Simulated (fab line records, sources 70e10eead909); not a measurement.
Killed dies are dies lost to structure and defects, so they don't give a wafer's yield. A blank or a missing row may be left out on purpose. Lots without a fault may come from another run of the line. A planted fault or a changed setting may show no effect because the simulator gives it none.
A struck lot beside a sound one | flow nand_harc | 40 steps out of a route of 1302
Sound: wafers L544.1, L544.2, L544.6. Struck: wafers L559.1, L559.4, L559.5. The cause comes at the end.
At each step with rows: each side's tool, then ch and its chambers, then its first start. Under that, the readings that differ: sound wafers | struck wafers | difference of the means | sigmas: that difference in standard deviations of wafers without a fault.
alike: readings whose means differ by less than 2 such deviations, and words and numbers that are the same on both sides. not compared: withheld readings, readings that some wafer has no value for, bounds like >300 that may hide the same value, and numbers for which the record gives no deviation and whose values overlap.
The two part at a step that has a row with sigmas, a row that says differs or no value, or rows on one side only. Numbers that don't overlap but have no deviation are shown without sigmas and don't part them. A reading that every wafer of one side lacks parts them only if that side has two wafers or more.

NHARC_P_CONTACT_OVL_MEAS_13:
  sound on overlay-01, day 6 12:29; struck on overlay-01, day 13 03:55
  reading           | sound          | struck      | difference | sigmas
  overlay_x_nm (nm) | -1.0 -0.2 -0.2 | 1.6 1.5 1.7 | +2.1       | +3
  alike: overlay_y_nm
NHARC_P_CONTACT_INSPECT_14:
  sound on defect_inspect-02, day 6 12:32; struck on defect_inspect-01, day 13 03:58
  alike: raw_defect_count
NHARC_P_CONTACT_DESCUM_17: chemistry O2, time 3 s.
  sound on rie_diel-02 ch 0,3, day 6 12:35; struck on rie_diel-06 ch 0,3, day 13 04:01
  alike: drypump_motor_current_A, mfc_ar_sccm, oes_product_au, rf_vpp_V, showerhead_plenum_p_Torr, throttle_valve_pct
  not compared: rf_hours_counter_h
then, 5 steps without rows for these wafers: NHARC_P_CONTACT_ETCH_35 (etches the open film in CF4, target depth 39 nm, time 65 s); NHARC_P_CONTACT_ETCH_36 (etches the open film in N2/H2, target depth 260 nm, time 406.25 s); NHARC_P_CONTACT_ETCH_18 (etches the open film in C4F8/O2/Ar, target depth 481 nm, time 240.5 s); NHARC_P_CONTACT_STRIP_37 (strips in C4F8/O2/Ar); NHARC_P_CONTACT_ETCH_31 (etches the open film in CH3F/O2, target depth 30 nm, time 85.7 s).
NHARC_P_CONTACT_CD_MEAS_19:
  sound on cd_sem-02, day 6 13:28; struck on cd_sem-01, day 13 04:53
  reading    | sound          | struck         | difference | sigmas
  cd_nm (nm) | 87.8 88.0 84.6 | 94.5 88.8 91.3 | +4.7       | +3
NHARC_P_CONTACT_STRIP_28: strips in O2.
  sound on rie_diel-02 ch 2,3, day 6 13:32; struck on rie_diel-12 ch 0,2, day 13 04:58
  alike: drypump_motor_current_A, mfc_ar_sccm, oes_product_au, rf_vpp_V, showerhead_plenum_p_Torr, throttle_valve_pct
  not compared: rf_hours_counter_h
then, 2 steps without rows for these wafers: NHARC_P_CONTACT_STRIP_29 (strips in post etch residue remover, time 1200 s); NHARC_P_CONTACT_DEGAS_38 (time 60 s).
NHARC_P_CONTACT_PRE_CLEAN_39: time 19.5 s.
  sound on pvd_sputter-03, day 6 14:14; struck on pvd_sputter-03, day 13 05:40
  alike: bias_v
then, 2 steps without rows for these wafers: NHARC_P_CONTACT_PVD_32 (deposits Ti, target thk 5 nm, time 17.7 s); NHARC_P_CONTACT_ALD_22 (deposits TiN, target thk 3 nm, pulse time 1 s, ald cycles 150).
NHARC_P_CONTACT_CVD_23: deposits W, target thk 200 nm, time 557 s.
  sound on cvd_w-02 ch 0,1; struck on cvd_w-01 ch 0,1
  alike: heater_power_w, mfc_ar_sccm, throttle_valve_pct
then, 12 steps without rows for these wafers: NHARC_P_CONTACT_CMP_24 (polishes, t overpolish 30 s, target thk 200 nm); NHARC_P_CONTACT_SRD_26; NHARC_P_M0_DEP_00 (deposits SiOC, target thk 150 nm); NHARC_P_M0_DEHYDRATE_01 (time 120 s); NHARC_P_M0_HMDS_02 (time 30 s); NHARC_P_M0_COAT_33 (time 65 s); NHARC_P_M0_COAT_03 (resist thk 90 nm); NHARC_P_M0_SOFTBAKE_04 (time 55 s); NHARC_P_M0_EBR_05; NHARC_P_M0_EXPOSE_06 (exposes mask P M0, target cd 90 nm); NHARC_P_M0_PEB_07 (peb time 65 s); NHARC_P_M0_DEVELOP_08 (develop time 35 s).
NHARC_P_M0_CD_MEAS_09: target cd 90 nm.
  sound on cd_sem-03 ch 0, day 6 16:37; struck on cd_sem-01 ch 0, day 13 08:02
  alike: cd_nm
NHARC_P_M0_OVL_MEAS_10: pitch 180 nm.
  sound on overlay-02, day 6 16:42; struck on overlay-01, day 13 08:07
  reading           | sound          | struck      | difference | sigmas
  overlay_y_nm (nm) | -0.2 -0.8 -0.9 | 2.0 1.7 1.8 | +2.5       | +3
  alike: overlay_x_nm
then, 3 steps without rows for these wafers: NHARC_P_M0_DESCUM_14 (chemistry O2, time 3 s); NHARC_P_M0_ETCH_34 (etches the open film in N2/H2, target depth 40 nm, overetch 12 nm, time 43.94 s); NHARC_P_M0_ETCH_15 (etches the open film in C4F8/Ar, target depth 150 nm, overetch 15 nm, time 82.5 s).
NHARC_P_M0_CD_MEAS_16:
  sound on cd_sem-03, day 6 17:14; struck on cd_sem-02, day 13 08:49
  alike: cd_nm
then, 2 steps without rows for these wafers: NHARC_P_M0_STRIP_18 (strips in N2/H2); NHARC_P_M0_STRIP_19 (strips in post etch residue remover, time 600 s).
NHARC_P_M0_DEGAS_28: time 60 s.
  sound on pvd_sputter-01, day 6 17:54; struck on pvd_sputter-01, day 13 09:26
  alike: heater_power_w
then, 1 step without rows for these wafers: NHARC_P_M0_PRE_CLEAN_29 (time 30 s).
NHARC_P_M0_PVD_20: deposits TaN, target thk 5 nm, time 8.06 s.
  sound on pvd_sputter-01; struck on pvd_sputter-01
  alike: bias_v, throttle_valve_pct
-- the record jumps here: 18 days lie between the struck wafers' starts before and after (it left off in module P_M0 and takes up again in module END, whose first step shown is number 1302 of the route) --
NHARC_END_SORT_01:
  the record has rows for the struck wafers here (prober-02 ch 0, day 30 22:38) and none for the sound ones

WHERE THEY PART
First at NHARC_P_CONTACT_OVL_MEAS_13; last, within this record, at NHARC_END_SORT_01.

WHY: what the simulator had put in
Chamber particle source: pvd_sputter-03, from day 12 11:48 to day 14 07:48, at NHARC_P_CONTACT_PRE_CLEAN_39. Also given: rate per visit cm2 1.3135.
